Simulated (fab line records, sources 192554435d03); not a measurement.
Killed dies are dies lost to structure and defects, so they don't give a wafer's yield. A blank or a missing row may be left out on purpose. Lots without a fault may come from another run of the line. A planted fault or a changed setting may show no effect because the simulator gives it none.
fab line records | flow n5_finfet
record lots=5 wafers=15 last_day=18
route steps=1938 shown BEOL_M4@1099 BEOL_M5@1112 PASSIVATION@1930
lots that met no fault: from a run of the same line without faults
start_h: hours from the record's first day to the start of the lot's first wafer shown | wait_h: hours since the lot's step before | " the same as in the row above | L1.1+2: a row that stands for several wafers | - no value, or no start given | * or withheld: withheld | < > ~ a bound
route shown NAME@n: a module of which the file shows steps, and the number in the route of the first | usual: mean/standard deviation of fault-free wafers | same: alike in all rows | chamber/n: place in a boat | sites: the reading at each site | _std_site: their standard deviation | _edge_site: outer sites' mean less inner sites' | radius_mm: how far each site lies from the wafer's centre | mask NAME#n: copy n | behind: the tool/chamber that last shaped the wafer | hold: why the lot was held/for how many hours/how that ended | device: the transistor (n, p or np) that didn't switch | end of line: the same wafers' tests at the end of the route | a step without rows: its recipe alone | killed: dies lost to structure and defects at the first sort, not the wafer's yield | map: a wafer's dies, x killed, . not, _ none there
set.NAME: the setting as run; set.NAME@STEP: as run at that earlier step | model.NAME: the simulator's own value behind a step, which no gauge read
lots at some steps of the route; a table a step, a row a wafer
services: from which hour (start_h, from the record's first day; less than 0 if before it) a tool's chamber was out of use, for how many hours, and why
## steps
# step N5_BEOL_M4_ANNEAL_95
# recipe temp_c=400 time_s=240 ambient=vacuum
# step N5_BEOL_M4_SPUTTER_96
# recipe material=Cu target_thk_a=45 temp_c=-20 chamber_pressure_pa=0.07 power_w=withheld time_s=8.29
# step N5_BEOL_M4_ECD_50
# recipe material=Cu target_thk_a=3000
# step N5_BEOL_M4_ANNEAL_51
# recipe temp_c=225 time_s=90 ambient=N2
# step N5_BEOL_M4_CMP_52
# recipe stop_on=SiOC t_overpolish_s=6.8 down_force_psi=1 platen_rpm=50 clearing_platen_down_force_psi=1.5 clearing_platen_rpm=50 post_cmp_clean=cu_alkaline target_thk_nm=40 clearing_platen_pad_velocity_m_s=0.99484 pad_velocity_m_s=0.99484
# step N5_BEOL_M4_PRE_CLEAN_60
# recipe gas=NH3/H2 time_s=15 temp_c=* rf_power_w=300
# step N5_BEOL_M4_CO_CAP_55
# recipe material=Co target_thk_a=20 temp_c=200 precursor=CCTBA/H2 pressure_torr=30 time_s=102.1
# step N5_BEOL_M4_PRE_CLEAN_56
# recipe gas=NH3 time_s=15 temp_c=withheld rf_power_w=300
# step N5_BEOL_M4_DEP_57
# recipe material=SiCN target_thk_a=80 temp_c=withheld precursor=3MS/NH3 pressure_torr=3 rf_w=202 time_s=14
# step N5_BEOL_M4_RC_MEAS_101
# usual DIBL_N=36.4/1.3 DIBL_P=36.5/1.7 IOFF_N=0.154/0.022 IOFF_P=0.202/0.025 ION_N=671/9.8 ION_P=460/6.8 SS_N=71.6/0.54 SS_P=73.4/0.58 VT_N=250.9/2.8 VT_P=-251.4/2.7
# columns lot.wafer tool chamber start_h wait_h DIBL_N[mV/V] DIBL_P[mV/V] IOFF_N[nA/um] IOFF_P[nA/um] ION_N[uA/um] ION_P[uA/um] SS_N[mV/dec] SS_P[mV/dec] VT_N[mV] VT_P[mV]
L377.2 prober-02 0 220.21 0.2 35.4 34.7 0.159 0.178 672 452 71.6 72.9 248.4 -255.8
L377.4 " 0 " " 33.8 32.9 0.127 0.165 652 446 70.9 73.0 254.4 -255.9
L377.6 " 0 " " 37.1 37.2 0.187 0.216 674 457 72.1 73.8 248.1 -253.4
L387.1 prober-01 0 268.26 0.0 36.6 37.4 0.153 0.212 674 459 71.7 73.6 252.2 -250.5
L387.3 " 0 " " 35.0 34.5 0.117 0.174 641 448 71.2 72.7 256.2 -253.7
L387.6 " 0 " " 37.1 36.2 0.148 0.200 662 452 72.0 73.3 255.1 -250.5
L389.2 prober-01 0 282.76 0.2 35.4 35.1 0.130 0.238 659 465 71.1 73.4 252.3 -246.2
L389.4 " 0 " " 36.8 36.0 0.153 0.235 660 459 71.4 73.9 254.5 -247.9
L389.5 " 0 " " 35.5 34.1 0.123 0.204 652 460 70.8 73.4 254.2 -250.5
L391.1 prober-02 0 287.30 0.0 36.3 38.6 0.164 0.216 668 460 72.2 73.7 250.2 -250.6
L391.2 " 0 " " 36.8 39.9 0.183 0.232 689 467 72.2 74.2 248.2 -252.3
L391.6 " 0 " " 37.6 40.3 0.190 0.243 678 461 71.9 74.7 247.6 -248.9
L392.1 prober-01 0 310.67 0.0 33.7 33.9 0.121 0.185 672 463 70.7 72.6 252.3 -248.9
L392.2 " 0 " " 34.9 35.8 0.146 0.217 684 471 71.2 73.6 250.0 -247.5
L392.6 " 0 " " 34.2 34.5 0.128 0.194 663 464 70.9 72.4 251.7 -248.6
# step N5_BEOL_M5_ILD_DEP_00
# recipe material=SiCOH_lowk target_thk_a=1406.4 temp_c=300 precursor=DEMS/porogen pressure_torr=5 rf_w=500 time_s=25.9
# step N5_BEOL_M5_CURE_79
# recipe temp_c=385 time_s=240 ambient=He/Ar material=SiCOH_lowk
# step N5_BEOL_M5_PECVD_70
# recipe material=SiO2 target_thk_a=160 temp_c=400 precursor=TEOS/O2 pressure_torr=5.5 rf_w=450 teos_flow_sccm=53.8 gas=O2 flow_sccm=3000 time_s=18
# step N5_BEOL_M5_HM_DEP_02
# recipe material=TiN target_thk_a=200 temp_c=25 chamber_pressure_pa=0.49996
# step N5_BEOL_M5_COAT_59
# recipe resist=SOC temp_c=250 time_s=60 spin_rpm=1500 resist_thk_nm=60
# step N5_BEOL_M5_COAT_60
# recipe resist=SiARC temp_c=220 time_s=60 spin_rpm=1500 resist_thk_nm=12
# step N5_BEOL_M5_COAT_71
# recipe resist=underlayer temp_c=205 time_s=60 spin_rpm=1500 resist_thk_nm=5
# step N5_BEOL_M5_COAT_05
# recipe resist=CAR-EUV spin_rpm=1500 resist_thk_nm=30
# step N5_BEOL_M5_EBR_07
# recipe solvent=PGMEA ebr_width_mm=1.5
# step N5_BEOL_M5_SOFTBAKE_06
# recipe temp_c=110 time_s=60 resist=CAR-EUV
# step N5_BEOL_M5_EXPOSE_08
# recipe mask_id=M5 na=0.33 source_shape=annular sigma_inner=0.4 sigma_outer=0.8 polarization=unpolarized target_cd_nm=28 dose_mj=35.75
# step N5_BEOL_M5_PEB_09
# recipe peb_temp_c=100 peb_time_s=60 resist=CAR-EUV
# step N5_BEOL_M5_DEVELOP_10
# recipe develop_time_s=30 developer=TMAH resist=CAR-EUV rinse_liquid=surfactant_rinse dry=air_spin dev_temp_c=23
# step N5_BEOL_M5_DESCUM_16
# recipe chemistry=O2 time_s=7 source_power_w=50 bias_power_w=20 pressure_mtorr=20 rf_frequency_hz=2.712e+07 temp_c=40 resist=CAR-EUV o2_flow_sccm=225
# step N5_BEOL_M5_ETCH_72
# recipe chemistry=N2/H2 target=underlayer target_depth_a=65 mask_material=CAR-EUV time_s=5.2 ion_energy_ev=200 pressure_mtorr=30 source_w=840 bias_w=150 n2_flow_sccm=200 h2_flow_sccm=200 ends=cleared
# step N5_BEOL_M5_ETCH_61
# recipe chemistry=CF4 target=SiARC target_depth_a=156 mask_material=CAR-EUV time_s=26 ion_energy_ev=80 pressure_mtorr=40 source_w=545 bias_w=36 Ar_flow_sccm=100 cf4_flow_sccm=100 ends=cleared
# step N5_BEOL_M5_ETCH_62
# recipe chemistry=N2/H2 target=SOC target_depth_a=750 overetch_a=150 mask_material=SiARC temp_c=40 time_s=112.5 ion_energy_ev=200 pressure_mtorr=30 source_w=840 bias_w=150 n2_flow_sccm=200 h2_flow_sccm=200
# step N5_BEOL_M5_STRIP_63
# recipe chemistry=N2/H2 temp_c=40 n2_flow_sccm=200 h2_flow_sccm=200 rf_frequency_hz=6e+07
# step N5_BEOL_M5_STRIP_73
# recipe chemistry=N2/H2 temp_c=40 n2_flow_sccm=200 h2_flow_sccm=200 rf_frequency_hz=6e+07
# step N5_BEOL_M5_STRIP_64
# recipe chemistry=CF4 resist=SiARC power_w=300 bias_power_w=75 pressure_mtorr=50 cf4_flow_sccm=150 rf_frequency_hz=6e+07
# step N5_BEOL_M5_HM_OPEN_17
# recipe chemistry=Cl2/BCl3 target_depth_a=200 overetch_a=60 target=TiN mask_material=SOC ion_energy_ev=150 pressure_mtorr=10 icp_w=1000 bias_w=126 Cl2_flow_sccm=53.25 bcl3_flow_sccm=21.75 Ar_flow_sccm=25
# step N5_BEOL_M5_STRIP_19
# recipe chemistry=O2 power_w=400 temp_c=40 pressure_mtorr=30 rf_frequency_hz=6e+07 bias_power_w=0 overash_fraction=0.2 o2_flow_sccm=225
# step N5_BEOL_M5_COAT_65
# recipe resist=SOC temp_c=250 time_s=60 spin_rpm=1500 resist_thk_nm=60
# step N5_BEOL_M5_COAT_66
# recipe resist=SiARC temp_c=220 time_s=60 spin_rpm=1500 resist_thk_nm=12
# step N5_PASSIVATION_ETCH_54
# recipe chemistry=CHF3/O2 target=SiO2 target_depth_a=8800 CHF3_flow_sccm=50 O2_flow_sccm=5 Ar_flow_sccm=200 time_s=440 mask_material=PR pressure_mtorr=30 source_w=650 bias_w=170 ion_energy_ev=200
# usual O2_flow_sccm=5.000/0.015 drypump_motor_current_A=5.8/0.36 oes_product_au=0.80/0.08 rf_vpp_V=523/4.5 showerhead_plenum_p_Torr=2.37/0.076 throttle_valve_pct=18.81/0.23
# columns lot.wafer tool chamber start_h wait_h O2_flow_sccm drypump_motor_current_A oes_product_au rf_hours_counter_h rf_vpp_V showerhead_plenum_p_Torr throttle_valve_pct model.etch.depth_nm model.PASSIVATION.feature_depth_nm
L377.2 rie_diel-02 2 333.71 0.1 4.999 6.2 0.71 239 534 2.47 19.33 857.8 857.8
L377.4 " 2 " " 5.020 6.2 0.71 - 531 2.47 19.33 861.3 861.2
L377.6 " 1 " " 5.007 5.0 0.69 - 519 2.29 18.92 859.9 859.8
L387.1 rie_diel-05 2 379.46 0.1 4.996 6.2 0.81 82 520 2.44 18.90 877.6 877.6
L387.3 " 1 " " 5.005 5.1 0.82 96 525 2.34 18.66 886.7 886.8
L387.6 " 3 " " 4.992 5.7 0.89 - 515 2.36 18.62 899.9 899.8
L389.2 rie_diel-05 1 384.53 0.1 5.000 5.1 0.82 98 526 2.34 18.68 689.5 689.4
L389.4 " 0 " " 5.008 5.6 0.76 134 519 2.31 18.74 692.5 692.6
L389.5 " 2 " " 5.008 6.2 0.80 - 521 2.43 18.91 877.3 877.2
L391.1 rie_diel-05 2 389.12 0.1 5.001 6.3 0.81 86 522 2.43 18.90 874.1 874.2
L391.2 " 1 " " 4.994 5.1 0.83 100 526 2.34 18.69 685.6 685.6
L391.6 " 2 " " 5.000 6.3 0.80 - 520 2.43 18.92 876.1 876.2
L392.1 rie_diel-05 2 419.99 0.1 5.013 6.2 0.79 100 520 2.43 18.92 873 873
L392.2 " 3 " " 4.991 5.7 0.85 54 514 2.35 18.65 692.9 693
L392.6 " 0 " " 5.019 5.6 0.75 - 521 2.31 18.78 883.2 883.2
# step N5_PASSIVATION_PROBE_49
# usual defect_limited_yield=91.1/1.3 killed_at_M0_to_M3=34/10 killed_at_M4_up=14/5.7 killed_at_contacts=12/5.9 killed_at_front_end=41/12 killed_at_other=4/3.1 killed_dies=105/15 killed_on_rim=14/4.2 killed_open=69/11 killed_short=35/7.8 sort_bin_5_function=5.3/0.81 sort_bin_6_memory=3.3/0.75 sort_n_pass=1075/15 sort_yield_pct=91.1/1.3
# same gross_dies=1180 killed_at_back_side=0 sort_bin_4_leakage[%]=0 sort_bin_8_speed[%]=0
# columns lot.wafer tool chamber start_h wait_h defect_limited_yield[%] killed_at_M0_to_M3 killed_at_M4_up killed_at_contacts killed_at_front_end killed_at_other killed_dies killed_on_rim killed_open killed_short sort_bin_5_function[%] sort_bin_6_memory[%] sort_n_pass sort_yield_pct[%]
L387.3 prober-01 - 382.75 0.1 90.5 44 17 12 37 2 112 18 67 43 4.7 4.0 1068 90.5
L389.2 prober-02 - 387.41 0.1 0.3 25 22 8 51 1071 1177 150 82 31 96.3 3.3 3 0.3
L389.4 prober-02 - 387.51 0.2 0.2 24 16 14 37 1087 1178 151 63 35 96.7 2.8 2 0.2
L391.1 prober-01 - 391.90 0.0 89.8 26 25 10 47 12 120 15 84 34 4.6 5.6 1060 89.8
L391.2 prober-01 - 391.95 0.1 0 34 22 25 43 1056 1180 152 89 37 95.4 3.9 0 0
L391.6 prober-01 - 392.15 0.3 91.2 42 17 1 36 8 104 12 71 31 5.3 3.4 1076 91.2
L392.2 prober-01 - 423.44 0.7 0 47 8 7 26 1092 1180 152 66 35 97.0 2.8 0 0
# killed by level:class
L387.3 MOL_CONTACT_COAG:geometric_particle:open=11 STI_FIN_REVEAL:geometric_particle:open=9 BEOL_M0_SAQP:geometric_particle:open=9 BEOL_M2:geometric_particle:open=8 BEOL_M2:geometric_particle:short=7 FIN_SAQP:geometric_particle:short=6 BEOL_M3:geometric_particle:open=6 BEOL_M3:geometric_particle:short=6
L389.2 PASSIVATION:area_etch=1064 STI_FIN_REVEAL:geometric_particle:open=14 BEOL_M4:geometric_particle:open=12 FIN_SAQP:geometric_particle:short=10 FIN_SAQP:geometric_particle:open=9 MOL_CONTACT_COAG:geometric_particle:open=6 BEOL_M2:geometric_particle:open=5 BEOL_M8:geometric_particle:open=5
L389.4 PASSIVATION:area_etch=1080 MOL_CONTACT_COAG:geometric_particle:open=12 FIN_SAQP:geometric_particle:short=9 BEOL_M4:geometric_particle:open=8 BEOL_M0_SAQP:geometric_particle:open=7 STI_FIN_REVEAL:geometric_particle:open=5 GATE_CUT:geometric_particle:short=5 BEOL_M1:geometric_particle:open=4
L391.1 BEOL_M0_SAQP:geometric_particle:open=11 BEOL_M4:geometric_particle:open=10 STI_FIN_REVEAL:geometric_particle:open=9 FIN_SAQP:geometric_particle:short=6 FIN_SAQP:geometric_particle:open=6 MOL_CONTACT_COAG:geometric_particle:open=6 BEOL_M3:geometric_particle:open=6 MIM_TOP_ETCH:geometric_particle:short=6
L391.2 PASSIVATION:area_etch=1053 MOL_CONTACT_COAG:geometric_particle:open=22 BEOL_M0_SAQP:geometric_particle:short=12 BEOL_M0_SAQP:geometric_particle:open=11 FIN_SAQP:geometric_particle:open=9 STI_FIN_REVEAL:geometric_particle:open=8 BEOL_M4:geometric_particle:open=8 BEOL_M5:geometric_particle:open=5
L391.6 BEOL_M0_SAQP:geometric_particle:short=15 STI_FIN_REVEAL:geometric_particle:open=12 BEOL_M2:geometric_particle:open=10 BEOL_M0_SAQP:geometric_particle:open=9 FIN_SAQP:geometric_particle:open=8 BEOL_M4:geometric_particle:open=7 MIM_TOP_ETCH:geometric_particle:short=4 BEOL_M5:geometric_particle:open=4
L392.2 PASSIVATION:area_etch=1079 BEOL_M0_SAQP:geometric_particle:open=17 BEOL_M0_SAQP:geometric_particle:short=15 FIN_SAQP:geometric_particle:open=9 BEOL_M3:geometric_particle:open=7 MOL_CONTACT_COAG:geometric_particle:open=5 PASS1_CAP:geometric_particle:open=5 FIN_SAQP:geometric_particle:short=4
# map L389.4 (x killed, . not)
_________________xxxxxxxxxxxx________________
______________xxxxxxxxxxxxxxxxxx_____________
___________xxxxxxxxxxxxxxxxxxxxxxxx__________
__________xxxxxxxxxxxxxxxxxxxxxxxxxx_________
________xxxxxxxxxxxxxxxxxxxxxxxxxxxxxx_______
_______xxxxxxxxxxxxxxxxxxxxxxxxxxxxxxxx______
______xxxxxxxxxxxxxxxxxxxxxxxxxxxxxxxxxx_____
_____xxxxxxxxxxxxxxxxxxxxxxxxxxxxxxxxxxxx____
____xxxxxxxxxxxxxxxxxxxxxxxxxxxxxxxxxxxxxx___
___xxxxxxxxxxxxxxxxxxxxxxxxxxxxxxxxxxxxxxxx__
___xxxxxxxxxxxxxxxxxxxxxxxxxxxxxxxxxxxxxxxx__
__xxxxxxxxxxxxxxxxxxxxxxxxxxxxxxxxxxxxxxxxxx_
__xxxxxxxxxxxxxxxxxxxxxxxxxxxxxxxxxxxxxxxxxx_
_xxxxxxxxxxxxxxxxxxxxxxxxxxxxxxxxxxxxxxxxxxxx
_xxxxxxxxxxxxxxxxxxxxxxxxxxxxxxxxxxxxxxxxxxxx
_xxxxxxxxxxxxxxxxxxxxxxxxxxxxxxxxxxxxxxxxxxxx
_xxxxxxxxxxxxxxxxxxxxxxxxxxxxxxxxxxxxxxxxxxxx
_xxxxxxxxxxxxxxxxxxxxxxxxxxxxxxxxxx.xxxxxxxxx
_xxxxxxxxxxxxxxxxxxxxxxxxxxxxxxxxxxxxxxxxxxxx
_xxxxxxxxxxxxxxxxxxxxxxxxxxxxxxxxxxxxxxxxxxxx
_xxxxxxxxxxxxxxxxxxxxxxxxxxxxxxxxxxxxxxxxxxxx
__xxxxxxxxxxxxxxxxxxxxxxxxxxxxxxxxxxxxxxxxxx_
__xxxxxxxxxxxxxxxxxxxxxxxxxxxxxxxxxxxxxxxxxx_
___xxxxxxxxxxxxxxxxxxxxxxxxxxxxxxxxxxxxxxxx__
___xxxxxxxxxxxxxxxxxxxxxxxxxxxxxxxxxxxxxxxx__
____xxxxxxxxxxxxxxxxxxxxxxxxxxxxxxxxxxxxxx___
_____xxxxxxxxxxxxxxxxxxxxxxxxxxxxxxxxxxxx____
______xxxxxxxxxxxxxxxxxxxxxxxxxxxxxxxxx._____
_______xxxxxxxxxxxxxxxxxxxxxxxxxxxxxxxx______
________xxxxxxxxxxxxxxxxxxxxxxxxxxxxxx_______
__________xxxxxxxxxxxxxxxxxxxxxxxxxx_________
___________xxxxxxxxxxxxxxxxxxxxxxxx__________
______________xxxxxxxxxxxxxxxxxx_____________
_________________xxxxxxxxxxxx________________
# map L391.2 (x killed, . not)
_________________xxxxxxxxxxxx________________
______________xxxxxxxxxxxxxxxxxx_____________
___________xxxxxxxxxxxxxxxxxxxxxxxx__________
__________xxxxxxxxxxxxxxxxxxxxxxxxxx_________
________xxxxxxxxxxxxxxxxxxxxxxxxxxxxxx_______
_______xxxxxxxxxxxxxxxxxxxxxxxxxxxxxxxx______
______xxxxxxxxxxxxxxxxxxxxxxxxxxxxxxxxxx_____
_____xxxxxxxxxxxxxxxxxxxxxxxxxxxxxxxxxxxx____
____xxxxxxxxxxxxxxxxxxxxxxxxxxxxxxxxxxxxxx___
___xxxxxxxxxxxxxxxxxxxxxxxxxxxxxxxxxxxxxxxx__
___xxxxxxxxxxxxxxxxxxxxxxxxxxxxxxxxxxxxxxxx__
__xxxxxxxxxxxxxxxxxxxxxxxxxxxxxxxxxxxxxxxxxx_
__xxxxxxxxxxxxxxxxxxxxxxxxxxxxxxxxxxxxxxxxxx_
_xxxxxxxxxxxxxxxxxxxxxxxxxxxxxxxxxxxxxxxxxxxx
_xxxxxxxxxxxxxxxxxxxxxxxxxxxxxxxxxxxxxxxxxxxx
_xxxxxxxxxxxxxxxxxxxxxxxxxxxxxxxxxxxxxxxxxxxx
_xxxxxxxxxxxxxxxxxxxxxxxxxxxxxxxxxxxxxxxxxxxx
_xxxxxxxxxxxxxxxxxxxxxxxxxxxxxxxxxxxxxxxxxxxx
_xxxxxxxxxxxxxxxxxxxxxxxxxxxxxxxxxxxxxxxxxxxx
_xxxxxxxxxxxxxxxxxxxxxxxxxxxxxxxxxxxxxxxxxxxx
_xxxxxxxxxxxxxxxxxxxxxxxxxxxxxxxxxxxxxxxxxxxx
__xxxxxxxxxxxxxxxxxxxxxxxxxxxxxxxxxxxxxxxxxx_
__xxxxxxxxxxxxxxxxxxxxxxxxxxxxxxxxxxxxxxxxxx_
___xxxxxxxxxxxxxxxxxxxxxxxxxxxxxxxxxxxxxxxx__
___xxxxxxxxxxxxxxxxxxxxxxxxxxxxxxxxxxxxxxxx__
____xxxxxxxxxxxxxxxxxxxxxxxxxxxxxxxxxxxxxx___
_____xxxxxxxxxxxxxxxxxxxxxxxxxxxxxxxxxxxx____
______xxxxxxxxxxxxxxxxxxxxxxxxxxxxxxxxxx_____
_______xxxxxxxxxxxxxxxxxxxxxxxxxxxxxxxx______
________xxxxxxxxxxxxxxxxxxxxxxxxxxxxxx_______
__________xxxxxxxxxxxxxxxxxxxxxxxxxx_________
___________xxxxxxxxxxxxxxxxxxxxxxxx__________
______________xxxxxxxxxxxxxxxxxx_____________
_________________xxxxxxxxxxxx________________
## services
# columns tool chamber start_h hours kind
rie_diel-02 - 320.74 3.6 repair
rie_diel-02 3 326.28 - clean
rie_diel-02 3 326.28 - consumable_replace:focus_ring
rie_diel-02 3 326.28 - consumable_replace:showerhead
rie_diel-02 3 326.28 17.4 scheduled_down
rie_diel-02 3 326.28 17.4 vent_cycle
rie_diel-02 2 328.81 3.2 repair
rie_diel-02 1 362.03 1.3 repair
rie_diel-02 1 363.60 - clean
rie_diel-02 1 363.60 - consumable_replace:focus_ring
rie_diel-02 1 363.60 - consumable_replace:showerhead
rie_diel-02 1 363.60 15.4 scheduled_down
rie_diel-02 1 363.60 15.4 vent_cycle
rie_diel-05 2 366.19 1.2 repair
rie_diel-02 2 379.03 - clean
rie_diel-02 2 379.03 - consumable_replace:focus_ring
rie_diel-02 2 379.03 24.5 scheduled_down
rie_diel-02 2 379.03 24.5 vent_cycle
rie_diel-02 3 386.31 2.8 repair
rie_diel-05 1 392.31 7.0 repair
rie_diel-05 1 399.46 6.0 repair
rie_diel-02 2 404.19 17.4 repair
## key
first_sign step=N5_PASSIVATION_PROBE_49 reading=killed_at_other direction=up sigmas=99+ usual=4 struck=1076
effect step=N5_PASSIVATION_PROBE_49 reading=sort_bin_5_function direction=up sigmas=99+ usual=5.3 struck=96.4
model_effect step=N5_PASSIVATION_ETCH_54 value=etch.depth_nm without=885 struck=690.1
more_kills_born_at N5_PASSIVATION_ETCH_54@rie_diel-05=4276
met_at N5_PASSIVATION_ETCH_54
struck_wafers L389.2,L389.4,L391.2,L392.2
later_rows_left_out L389.2,L389.4,L391.2,L392.2
onset_between 379.46 384.53
fault kind=process_parameter_drift tool=rie_diel-05 chamber=- onset_h=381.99 steps=N5_PASSIVATION_ETCH_54 channel=time_s offset=* shape=step end_h=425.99 scope=struck_wafers_only acts_in=* stated=*
# later_rows_left_out: the simulator's readings of these wafers behind a module that went badly wrong aren't trusted and aren't shown, but for the sort
